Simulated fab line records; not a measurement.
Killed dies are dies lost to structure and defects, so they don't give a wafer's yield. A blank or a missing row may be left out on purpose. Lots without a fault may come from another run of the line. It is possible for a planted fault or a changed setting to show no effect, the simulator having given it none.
Matching of chambers / flow nandHarc / 4 sister chambers for NHARC_A_CONTACT_ETCH_91 on rieDiel-09
The step etches the open film in CH3F/O2, target depth 40 nm, time 85.7 s. 4 wafers are shown with their chamber, then 8 later ones without.

== WAFERS WITH THEIR CHAMBER ==
wafer=L164.5; chamber=0; showerheadPlenumPTorr (Torr)=2.29
wafer=L173.3; chamber=3; showerheadPlenumPTorr (Torr)=2.59
wafer=L173.4; chamber=1; showerheadPlenumPTorr (Torr)=2.49
wafer=L174.1; chamber=2; showerheadPlenumPTorr (Torr)=2.27

== WAFERS WITH NO CHAMBER GIVEN ==
wafer=L174.4; showerheadPlenumPTorr (Torr)=2.48
wafer=L174.6; showerheadPlenumPTorr (Torr)=2.28
wafer=L176.3; showerheadPlenumPTorr (Torr)=2.27
wafer=L176.4; showerheadPlenumPTorr (Torr)=2.28
wafer=L176.5; showerheadPlenumPTorr (Torr)=2.27
wafer=L177.2; showerheadPlenumPTorr (Torr)=2.27
wafer=L177.4; showerheadPlenumPTorr (Torr)=2.28
wafer=L177.6; showerheadPlenumPTorr (Torr)=2.48

== EACH ONE'S CHAMBER ==
wafer=L174.4; from the rows above=1; in truth=1
wafer=L174.6; from the rows above=can't be placed: 2 or 0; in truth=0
wafer=L176.3; from the rows above=2; in truth=2
wafer=L176.4; from the rows above=can't be placed: 2 or 0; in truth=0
wafer=L176.5; from the rows above=2; in truth=2
wafer=L177.2; from the rows above=2; in truth=2
wafer=L177.4; from the rows above=can't be placed: 2 or 0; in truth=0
wafer=L177.6; from the rows above=1; in truth=1
Correctly placed: 5 of 8. Can't be placed from these rows: 3 (the true chamber is among the candidates in 3). Placed wrongly: 0.
How it was worked out, from the rows above alone: a wafer's distance from a chamber is the root of the sum, over the readings, of the square of ((its reading less the chamber's mean) divided by the reading's scatter). The wafer belongs to the nearest chamber; if the next one is less than 2 further off, it can't be placed. The mean given for a chamber averages the wafers shown for that chamber. The scatter: with one shown wafer a chamber, the root of the mean of the squares of how far each hidden wafer lies from its nearest shown one.
